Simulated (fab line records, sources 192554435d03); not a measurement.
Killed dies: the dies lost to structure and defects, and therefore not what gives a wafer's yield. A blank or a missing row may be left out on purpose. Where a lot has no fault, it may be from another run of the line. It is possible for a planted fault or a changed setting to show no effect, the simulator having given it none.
fab line records	flow n5-finfet
record lots=6	wafers=18	last-day=18
route steps=1938 shown GATE_CUT@480 BEOL_M4@1111 PASSIVATION@1936
lots untouched by any fault: they come from a run of this same line in which no faults occurred
start-h: the number of hours between the record's first day and the start of the first shown wafer of the lot	wait-h: time in hours since the lot's previous step	" unchanged from the row above	L1.1+2: several wafers, shown together as one row	- either no value or no given start	* or withheld: withheld	< > ~ a bound
route shown NAME@n: a module of which the file shows steps, and the number in the route of the first	usual: average and standard deviation across the fault-free wafers	same: alike in all rows	chamber/n: place in a boat	sites: per-site readings	_std_site: standard deviation across them	_edge_site: mean of outer sites minus mean of inner sites	radius-mm: for every site, how far away it sits from the centre of the wafer	mask NAME#n: copy n	behind: the tool/chamber that last shaped the wafer	hold: the reason the lot was held/the length of the hold in hours/how it ended	device: the n, p or np transistor that did not switch	end of line: tests of these same wafers at the route's end	a step given without rows: its recipe and nothing more	killed: at the first sort, the dies lost to defects and structure; wafer yield is something else	map: a wafer's dies, x killed, . not, _ none there
set.NAME: the setting that was run; set.NAME@STEP: the one run at that earlier step	model.NAME: the simulator's own value behind a step, which no gauge read
a table for each step, a row for each wafer; lots at some steps of the route
services: a tool's chamber out of use, with start hour (start-h, from the record's first day; less than 0 if before it), hours out, and reason
## steps
# step N5_GATE_CUT_COAT_27
# recipe resist=underlayer	temp-c=205	time-s=60	spin-rpm=1500	resist-thk-nm=10
# step N5_GATE_CUT_COAT_07
# recipe resist=CAR-EUV	spin-rpm=1500	resist-thk-nm=30
# step N5_GATE_CUT_EBR_09
# recipe solvent=PGMEA	ebr-width-mm=1.5
# step N5_GATE_CUT_SOFTBAKE_08
# recipe temp-c=110	time-s=60	resist=CAR-EUV
# step N5_GATE_CUT_EXPOSE_10
# recipe mask-id=GATE_CUT	na=0.33	source-shape=annular	sigma-inner=0.35	sigma-outer=0.8	polarization=unpolarized	target-cd-nm=20	dose-mj=43.25
# step N5_GATE_CUT_PEB_11
# recipe peb-temp-c=100	peb-time-s=60	resist=CAR-EUV
# step N5_GATE_CUT_DEVELOP_12
# recipe develop-time-s=30	developer=TMAH	resist=CAR-EUV	rinse-liquid=surfactant-rinse	dry=air-spin	dev-temp-c=23
# step N5_GATE_CUT_CD_MEAS_13
# recipe target-cd-nm=20	landing-energy-ev=500	detector=se-inlens
# usual cd-nm=19.95/0.25
lot.wafer	tool	chamber	start-h	wait-h	cd-nm
L969.2	cd-sem-03	0	117.55	-	19.86
L969.5	"	0	"	"	19.34
L969.6	"	0	"	"	19.69
L972.1	cd-sem-01	0	133.23	-	20.07
L972.2	"	0	"	"	20.09
L972.3	"	0	"	"	19.79
L973.1	cd-sem-03	0	138.57	-	19.74
L973.2	"	0	"	"	20.14
L973.3	"	0	"	"	19.96
L975.1	cd-sem-03	0	148.69	-	19.50
L975.4	"	0	"	"	20.01
L975.6	"	0	"	"	20.09
L986.3	cd-sem-03	0	217.32	-	20.18
L986.4	"	0	"	"	19.99
L986.6	"	0	"	"	20.25
L987.1	cd-sem-02	0	223.49	-	20.31
L987.4	"	0	"	"	20.28
L987.6	"	0	"	"	19.62
# step N5_GATE_CUT_OVL_MEAS_14
# recipe points-per-wafer=522
# usual GATE_CUT_OVL=0.6/0.63
# same points-per-wafer=522
lot.wafer	tool	chamber	start-h	wait-h	GATE_CUT_OVL[nm]
L969.2	overlay-01	0	117.58	0.0	0.5
L969.5	"	0	"	"	0.8
L969.6	"	0	"	"	0.8
L972.1	overlay-02	0	133.26	0.0	0.8
L972.2	"	0	"	"	0.4
L972.3	"	0	"	"	-0.8
L973.1	overlay-02	0	138.60	0.0	1.0
L973.2	"	0	"	"	0.6
L973.3	"	0	"	"	0.0
L975.1	overlay-01	0	148.72	0.0	0.9
L975.4	"	0	"	"	1.4
L975.6	"	0	"	"	0.1
L986.3	overlay-01	0	217.36	0.0	1.1
L986.4	"	0	"	"	0.6
L986.6	"	0	"	"	-0.2
L987.1	overlay-01	0	223.53	0.0	-0.1
L987.4	"	0	"	"	1.4
L987.6	"	0	"	"	2.3
# step N5_GATE_CUT_INSPECT_15
# recipe mode=adi	inspect-instrument=brightfield
# usual raw-defect-count=117/37
lot.wafer	tool	chamber	start-h	wait-h	raw-defect-count
L969.2	defect-inspect-02	-	117.64	0.0	116
L969.5	"	-	"	"	118
L969.6	"	-	"	"	94
L972.1	defect-inspect-01	-	133.32	0.1	142
L972.2	"	-	"	"	184
L972.3	"	-	"	"	120
L973.1	defect-inspect-01	-	138.66	0.1	122
L973.2	"	-	"	"	112
L973.3	"	-	"	"	128
L975.1	defect-inspect-02	-	148.77	0.1	149
L975.4	"	-	"	"	157
L975.6	"	-	"	"	141
L986.3	defect-inspect-01	-	217.41	0.0	87
L986.4	"	-	"	"	67
L986.6	"	-	"	"	82
L987.1	defect-inspect-01	-	223.58	0.1	125
L987.4	"	-	"	"	130
L987.6	"	-	"	"	94
# step N5_GATE_CUT_DESCUM_18
# recipe chemistry=O2	time-s=7	source-power-w=50	bias-power-w=20	pressure-mtorr=20	rf-frequency-hz=2.712e+07	temp-c=40	resist=CAR-EUV	o2-flow-sccm=225
# usual bias-power-w=20.00/0.06	drypump-motor-current-A=5.7/0.41	oes-product-au=0.76/0.077	rf-vpp-V=243.1/1.4	showerhead-plenum-p-Torr=2.09/0.079	throttle-valve-pct=20.47/0.23
lot.wafer	tool	chamber	start-h	wait-h	bias-power-w	drypump-motor-current-A	oes-product-au	rf-hours-counter-h	rf-vpp-V	showerhead-plenum-p-Torr	throttle-valve-pct
L969.2	rie-diel-02	3	117.71	0.1	19.89	4.8	0.74	182	241.7	2.01	20.86
L969.5	"	0	"	"	20.08	5.7	0.67	-	243.7	2.15	20.56
L969.6	"	3	"	"	19.87	4.9	0.74	-	241.2	2.01	20.88
L972.1	rie-diel-02	0	133.35	0.0	19.94	5.7	0.67	239	243.3	2.15	20.58
L972.2	"	3	"	"	19.97	4.9	0.73	187	241.7	2.01	20.87
L972.3	"	1	"	"	19.92	6.3	0.68	233	241.9	2.04	20.27
L973.1	rie-diel-04	2	138.69	0.0	20.12	5.8	0.75	151	242.9	2.07	20.22
L973.2	"	3	"	"	19.97	6.3	0.88	36	244.7	2.24	20.56
L973.3	"	1	"	"	20.00	5.2	0.68	223	243.4	2.17	20.62
L975.1	rie-diel-02	2	148.81	0.0	19.98	5.9	0.78	129	242.8	2.10	20.62
L975.4	"	1	"	"	19.99	6.4	0.68	237	242.4	2.04	20.28
L975.6	"	3	"	"	20.10	4.8	0.73	-	241.0	2.01	20.88
L986.3	rie-diel-03	2	217.52	0.1	20.00	6.0	0.75	177	242.1	1.99	20.47
L986.4	"	1	"	"	19.92	5.7	0.76	153	243.3	2.08	20.17
L986.6	"	2	"	"	20.02	6.0	0.75	-	241.8	1.99	20.49
L987.1	rie-diel-02	1	223.62	0.0	19.98	6.4	1.00	1	241.6	2.03	19.94
L987.4	"	2	"	"	20.06	5.9	0.75	155	244.7	2.09	20.65
L987.6	"	3	"	"	20.01	4.9	0.71	-	240.7	2.00	20.92
# step N5_GATE_CUT_ETCH_28
# recipe chemistry=N2/H2	target=underlayer	target-depth-a=130	mask-material=CAR-EUV	time-s=10.4	ion-energy-ev=200	pressure-mtorr=30	source-w=840	bias-w=150	n2-flow-sccm=200	h2-flow-sccm=200	ends=cleared
# usual bias-w=150.0/0.39	drypump-motor-current-A=5.7/0.41	etch-rf-on-time-s=10.45/0.21	oes-product-au=0.65/0.064	rf-vpp-V=523.7/2.5	showerhead-plenum-p-Torr=2.54/0.092	throttle-valve-pct=17.94/0.21
lot.wafer	tool	chamber	start-h	wait-h	bias-w	drypump-motor-current-A	etch-rf-on-time-s	oes-product-au	rf-hours-counter-h	rf-vpp-V	showerhead-plenum-p-Torr	throttle-valve-pct
L969.2	rie-diel-02	3	117.74	0.0	149.9	4.9	10.01	0.66	182	520.4	2.42	18.10
L969.5	"	0	"	"	150.1	5.7	10.60	0.57	-	524.3	2.63	18.17
L969.6	"	3	"	"	150.0	4.9	9.96	0.65	-	520.3	2.42	18.12
L972.1	rie-diel-02	0	133.38	0.0	150.1	5.7	10.47	0.57	239	526.8	2.63	18.15
L972.2	"	3	"	"	149.3	4.9	9.88	0.66	187	521.0	2.42	18.13
L972.3	"	1	"	"	150.1	6.4	10.63	0.58	233	522.7	2.50	17.82
L973.1	rie-diel-04	2	138.73	0.0	151.2	5.8	10.50	0.64	151	523.5	2.53	17.71
L973.2	"	3	"	"	150.0	6.3	10.73	0.74	36	528.7	2.70	17.91
L973.3	"	1	"	"	150.3	5.2	10.59	0.58	223	525.3	2.63	18.07
L975.1	rie-diel-02	2	148.84	0.0	150.8	5.9	10.22	0.68	129	524.7	2.55	18.14
L975.4	"	1	"	"	149.9	6.3	10.62	0.58	237	521.0	2.50	17.83
L975.6	"	3	"	"	149.6	4.9	9.91	0.65	-	519.9	2.42	18.14
L986.3	rie-diel-03	2	217.56	0.0	149.5	6.0	10.60	0.63	177	519.9	2.44	18.02
L986.4	"	1	"	"	150.6	5.7	10.34	0.65	153	523.8	2.54	17.65
L986.6	"	2	"	"	149.7	6.1	10.54	0.65	-	520.6	2.44	18.03
L987.1	rie-diel-02	1	223.65	0.0	149.6	6.4	10.40	0.84	1	523.0	2.49	17.42
L987.4	"	2	"	"	150.6	5.8	10.50	0.64	155	524.5	2.54	18.17
L987.6	"	3	"	"	149.8	4.9	9.96	0.63	-	520.7	2.41	18.17
# step N5_GATE_CUT_ETCH_36
# recipe chemistry=CF4	target=SiARC	target-depth-a=130	mask-material=CAR-EUV	time-s=21.7	ion-energy-ev=80	pressure-mtorr=40	source-w=545	bias-w=36	Ar_flow_sccm=100	cf4-flow-sccm=100	ends=cleared
# usual bias-w=36.00/0.11	drypump-motor-current-A=5.7/0.41	etch-rf-on-time-s=21.9/0.43	oes-product-au=0.65/0.063	rf-vpp-V=184.1/1.1	showerhead-plenum-p-Torr=2.14/0.071	throttle-valve-pct=15.67/0.19
lot.wafer	tool	chamber	start-h	wait-h	bias-w	drypump-motor-current-A	etch-rf-on-time-s	oes-product-au	rf-hours-counter-h	rf-vpp-V	showerhead-plenum-p-Torr	throttle-valve-pct
L969.2	rie-diel-02	3	117.76	0.0	36.09	4.9	20.8	0.66	182	183.3	2.05	15.96
L969.5	"	0	"	"	35.94	5.7	22.0	0.57	-	185.0	2.18	15.70
L969.6	"	3	"	"	36.07	4.9	21.0	0.65	-	183.7	2.05	15.97
L972.1	rie-diel-02	0	133.40	0.0	35.89	5.7	16.7	0.68	239	185.2	2.18	15.72
L972.2	"	3	"	"	36.10	4.9	21.1	0.65	187	183.5	2.05	15.98
L972.3	"	1	"	"	36.11	6.3	22.6	0.58	233	184.0	2.11	15.68
L973.1	rie-diel-04	2	138.75	0.0	36.15	5.8	21.7	0.64	151	184.6	2.14	15.62
L973.2	"	3	"	"	36.02	6.3	22.2	0.74	36	186.9	2.27	15.54
L973.3	"	1	"	"	35.87	5.2	22.2	0.58	223	183.6	2.20	15.72
L975.1	rie-diel-02	2	148.86	0.0	35.85	5.9	16.1	0.80	129	184.0	2.16	15.83
L975.4	"	1	"	"	35.98	6.3	22.5	0.57	237	183.9	2.11	15.68
L975.6	"	3	"	"	36.40	4.9	15.6	0.77	-	183.6	2.05	15.99
L986.3	rie-diel-03	2	217.58	0.0	35.96	6.0	21.7	0.65	177	182.5	2.06	15.73
L986.4	"	1	"	"	36.20	5.7	21.6	0.66	153	184.5	2.14	15.42
L986.6	"	2	"	"	36.05	6.0	21.7	0.64	-	183.2	2.06	15.75
L987.1	rie-diel-02	1	223.67	0.0	36.21	6.3	21.7	0.85	1	183.5	2.11	15.23
L987.4	"	2	"	"	36.01	5.8	21.7	0.65	155	184.1	2.15	15.86
L987.6	"	3	"	"	36.04	4.9	20.9	0.63	-	181.8	2.04	16.02
# step N5_GATE_CUT_ETCH_37
# recipe chemistry=N2/H2	target=SOC	target-depth-a=600	overetch-a=120	mask-material=SiARC	temp-c=40	time-s=90	ion-energy-ev=200	pressure-mtorr=30	source-w=840	bias-w=150	n2-flow-sccm=200	h2-flow-sccm=200
# usual bias-w=150.0/0.43	drypump-motor-current-A=5.7/0.41	oes-product-au=0.68/0.066	rf-vpp-V=523.7/2.6	showerhead-plenum-p-Torr=2.54/0.092	throttle-valve-pct=17.91/0.21
lot.wafer	tool	chamber	start-h	wait-h	bias-w	drypump-motor-current-A	oes-product-au	rf-hours-counter-h	rf-vpp-V	showerhead-plenum-p-Torr	throttle-valve-pct
L969.2	rie-diel-02	3	117.79	0.0	149.7	4.9	0.68	182	518.8	2.42	18.07
L969.5	"	0	"	"	150.2	5.7	0.61	-	524.4	2.63	18.14
L969.6	"	3	"	"	149.3	4.9	0.67	-	521.0	2.42	18.08
L972.1	rie-diel-02	0	133.43	0.0	150.1	5.7	0.61	239	526.4	2.63	18.14
L972.2	"	3	"	"	149.7	4.9	0.67	187	519.4	2.42	18.11
L972.3	"	1	"	"	149.8	6.4	0.62	233	523.7	2.50	17.77
L973.1	rie-diel-04	2	138.77	0.0	149.9	5.8	0.67	151	523.3	2.53	17.69
L973.2	"	3	"	"	150.3	6.3	0.79	36	528.3	2.70	17.86
L973.3	"	1	"	"	149.9	5.2	0.61	223	525.7	2.63	18.07
L975.1	rie-diel-02	2	148.89	0.0	149.9	5.8	0.69	129	525.7	2.55	18.10
L975.4	"	1	"	"	150.0	6.4	0.62	237	522.0	2.50	17.80
L975.6	"	3	"	"	150.7	4.9	0.66	-	520.2	2.42	18.09
L986.3	rie-diel-03	2	217.60	0.0	149.9	6.1	0.68	177	519.6	2.44	18.00
L986.4	"	1	"	"	150.4	5.7	0.68	153	525.7	2.54	17.62
L986.6	"	2	"	"	149.9	6.0	0.68	-	522.5	2.44	17.97
L987.1	rie-diel-02	1	223.70	0.0	150.3	6.3	0.87	1	524.6	2.49	17.42
L987.4	"	2	"	"	150.3	5.9	0.68	155	524.4	2.54	18.14
L987.6	"	3	"	"	149.8	4.9	0.64	-	519.6	2.40	18.15
# step N5_BEOL_M4_RC_MEAS_101
# usual DIBL_N=36.0/1.8	DIBL_P=36.3/2.4	IOFF_N=0.16/0.035	IOFF_P=0.21/0.036	ION_N=673/13	ION_P=461/7.2	SS_N=71.4/0.6	SS_P=73.2/0.7	VT_N=250/4	VT_P=-250.9/2.9
lot.wafer	tool	chamber	start-h	wait-h	DIBL_N[mV/V]	DIBL_P[mV/V]	IOFF_N[nA/um]	IOFF_P[nA/um]	ION_N[uA/um]	ION_P[uA/um]	SS_N[mV/dec]	SS_P[mV/dec]	VT_N[mV]	VT_P[mV]
L969.2	prober-02	0	218.16	0.2	36.7	37.5	0.16	0.21	691	464	71.2	73.5	247	-251.3
L969.5	"	0	"	"	34.4	35.3	0.12	0.17	674	464	71.1	72.7	254	-254.5
L969.6	"	0	"	"	36.0	37.9	0.15	0.21	668	464	71.5	74.5	251	-252.8
L972.1	prober-01	0	220.82	0.0	35.0	36.7	0.15	0.17	666	447	71.3	72.6	248	-254.2
L972.2	"	0	"	"	38.7	39.9	0.21	0.22	686	459	71.3	74.2	245	-250.4
L972.3	"	0	"	"	36.5	38.6	0.16	0.21	670	456	71.4	73.8	248	-254.2
L975.1	prober-01	0	227.24	0.0	35.5	36.2	0.13	0.20	670	459	70.3	73.5	254	-251.5
L975.4	"	0	"	"	38.4	39.8	0.18	0.28	664	463	71.5	73.8	253	-247.4
L975.6	"	0	"	"	36.6	36.9	0.13	0.22	661	456	70.8	73.2	253	-249.7
L973.1	prober-01	0	242.39	0.0	38.2	38.4	0.20	0.22	697	467	72.0	73.7	246	-251.0
L973.2	"	0	"	"	36.9	38.1	0.19	0.24	697	472	71.1	73.3	244	-249.5
L973.3	"	0	"	"	39.7	40.7	0.24	0.26	690	463	73.6	74.4	244	-248.0
L987.1	prober-01	0	318.29	0.0	38.7	38.4	0.19	0.24	686	467	72.1	73.6	246	-247.2
L987.4	"	0	"	"	39.2	37.3	0.19	0.22	676	459	71.9	74.3	248	-250.4
L987.6	"	0	"	"	38.1	37.2	0.17	0.22	672	456	72.2	73.8	247	-249.7
L986.3	prober-02	0	320.03	0.3	35.2	35.6	0.13	0.19	652	459	70.8	73.2	253	-253.7
L986.4	"	0	"	"	35.7	35.4	0.13	0.19	677	464	71.1	72.7	252	-252.5
L986.6	"	0	"	"	36.8	38.2	0.16	0.23	671	462	71.4	73.4	250	-249.5
# step N5_PASSIVATION_PROBE_49
# usual defect-limited-yield=91.2/1.4	killed_at_M0_to_M3=35/11	killed_at_M4_up=14/5.6	killed-at-contacts=12/5.6	killed-at-front-end=38/11	killed-at-other=4/3.4	killed-dies=103/17	killed-on-rim=13/3.5	killed-open=68/12	killed-short=33/8.8	sort_bin_5_function=5.1/0.89	sort_bin_6_memory=3.3/0.71	sort-n-pass=1077/17	sort-yield-pct=91.2/1.4
# same gross-dies=1180	killed-at-back-side=0	sort_bin_4_leakage[%]=0	sort_bin_8_speed[%]=0
lot.wafer	tool	chamber	start-h	wait-h	defect-limited-yield[%]	killed_at_M0_to_M3	killed_at_M4_up	killed-at-contacts	killed-at-front-end	killed-at-other	killed-dies	killed-on-rim	killed-open	killed-short	sort_bin_5_function[%]	sort_bin_6_memory[%]	sort-n-pass	sort-yield-pct[%]
L969.2	prober-01	-	325.80	0.1	93.7	24	10	12	27	1	74	9	44	30	3.6	2.4	1106	93.7
L969.5	prober-01	-	325.95	0.2	88.7	40	12	14	67	0	133	16	79	54	6.8	4.2	1047	88.7
L969.6	prober-01	-	326.00	0.3	91.6	27	16	25	30	1	99	15	60	39	4.7	3.4	1081	91.6
L972.1	prober-02	-	330.01	0.0	92.9	32	11	15	23	3	84	7	63	20	3.8	3.2	1096	92.9
L972.2	prober-02	-	330.06	0.1	92.8	18	12	12	43	0	85	7	59	25	3.6	3.1	1095	92.8
L972.3	prober-02	-	330.11	0.1	92.7	35	14	4	33	0	86	15	62	24	3.7	3.1	1094	92.7
L975.1	prober-01	-	335.17	0.0	89.5	47	25	15	29	8	124	14	76	41	5.8	4.0	1056	89.5
L975.4	prober-01	-	335.32	0.2	92.2	33	12	9	34	4	92	13	70	20	4.9	2.7	1088	92.2
L975.6	prober-01	-	335.42	0.3	90.8	44	5	11	45	4	109	16	73	36	4.9	4.2	1071	90.8
# killed by level:class
L969.2 MOL_CONTACT_COAG:geometric-particle:open=9 FIN_SAQP:geometric-particle:short=8 BEOL_M0_SAQP:geometric-particle:open=5 BEOL_M2:geometric-particle:open=5 BEOL_M4:geometric-particle:open=5 GATE_CUT:geometric-particle:short=4 STARTING-WAFER:geometric-particle:open=4 FIN_SAQP:geometric-particle:open=3
L969.5 FIN_SAQP:geometric-particle:open=17 BEOL_M0_SAQP:geometric-particle:open=15 BEOL_M0_SAQP:geometric-particle:short=15 FIN_SAQP:geometric-particle:short=13 MOL_CONTACT_COAG:geometric-particle:open=13 STI_FIN_REVEAL:geometric-particle:open=8 BEOL_M4:geometric-particle:open=7 DUMMY_GATE:geometric-particle:open=5
L969.6 MOL_CONTACT_COAG:geometric-particle:open=17 BEOL_M4:geometric-particle:open=9 MOL_CONTACT_COAG:geometric-particle:short=8 BEOL_M2:geometric-particle:open=7 BEOL_M3:geometric-particle:short=7 STI_FIN_REVEAL:geometric-particle:short=5 FIN_SAQP:geometric-particle:short=4 STI_FIN_REVEAL:geometric-particle:open=4
L972.1 MOL_CONTACT_COAG:geometric-particle:open=13 BEOL_M3:geometric-particle:open=9 FIN_SAQP:geometric-particle:open=7 BEOL_M0_SAQP:geometric-particle:open=7 BEOL_M2:geometric-particle:open=6 BEOL_M1:geometric-particle:open=4 FIN_SAQP:geometric-particle:short=3 BEOL_M4:geometric-particle:open=3
L972.2 FIN_SAQP:geometric-particle:open=11 MOL_CONTACT_COAG:geometric-particle:open=11 GATE_CUT:geometric-particle:short=6 BEOL_M2:geometric-particle:open=5 BEOL_M5:geometric-particle:open=5 FIN_SAQP:geometric-particle:short=4 DUMMY_GATE:geometric-particle:open=4 GATE_CUT:geometric-particle:open=4
L972.3 FIN_SAQP:geometric-particle:open=11 BEOL_M3:geometric-particle:open=11 BEOL_M4:geometric-particle:open=8 BEOL_M0_SAQP:geometric-particle:open=7 BEOL_M2:geometric-particle:open=6 GATE_CUT:geometric-particle:short=5 BEOL_M1:geometric-particle:open=5 FIN_SAQP:geometric-particle:short=4
L975.1 MOL_CONTACT_COAG:geometric-particle:open=12 BEOL_M2:geometric-particle:open=12 BEOL_M4:geometric-particle:short=11 BEOL_M1:geometric-particle:open=10 BEOL_M3:geometric-particle:open=8 BEOL_M0_SAQP:geometric-particle:open=7 BEOL_M0_SAQP:geometric-particle:short=6 FIN_SAQP:geometric-particle:short=4
L975.4 FIN_SAQP:geometric-particle:open=14 BEOL_M1:geometric-particle:open=9 BEOL_M3:geometric-particle:open=9 MOL_CONTACT_COAG:geometric-particle:open=8 STI_FIN_REVEAL:geometric-particle:open=5 BEOL_M3:geometric-particle:short=4 BEOL_M2:geometric-particle:open=4 BEOL_M4:geometric-particle:open=4
L975.6 BEOL_M3:geometric-particle:open=12 FIN_SAQP:geometric-particle:open=9 BEOL_M0_SAQP:geometric-particle:open=9 BEOL_M1:geometric-particle:open=9 MOL_CONTACT_COAG:geometric-particle:open=8 STI_FIN_REVEAL:geometric-particle:open=6 ILD0:geometric-particle:open=6 BEOL_M0_SAQP:geometric-particle:short=6
## services
tool	chamber	start-h	hours	kind
rie-diel-04	3	116.29	12.9	repair
rie-diel-02	0	174.77	-	clean
rie-diel-02	0	174.77	-	consumable-replace:focus-ring
rie-diel-02	0	174.77	19.6	scheduled-down
rie-diel-02	0	174.77	19.6	vent-cycle
rie-diel-04	0	176.83	7.2	repair
rie-diel-02	1	194.32	-	clean
rie-diel-02	1	194.32	-	consumable-replace:focus-ring
rie-diel-02	1	194.32	25.5	scheduled-down
rie-diel-02	1	194.32	25.5	vent-cycle
rie-diel-04	0	204.06	8.8	repair
## key
first-sign step=N5_GATE_CUT_ETCH_36	reading=etch-rf-on-time-s	direction=down	sigmas=13	usual=*	struck=*
effect none on later readings
met-at N5_GATE_CUT_ETCH_36
struck-wafers L972.1,L975.1,L975.6
onset-between 117.76 133.40
fault kind=process-parameter-drift	tool=rie-diel-02	chamber=-	onset-h=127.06	steps=N5_GATE_CUT_ETCH_36	channel=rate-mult	offset=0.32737	shape=step	end-h=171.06	scope=struck-wafers-only
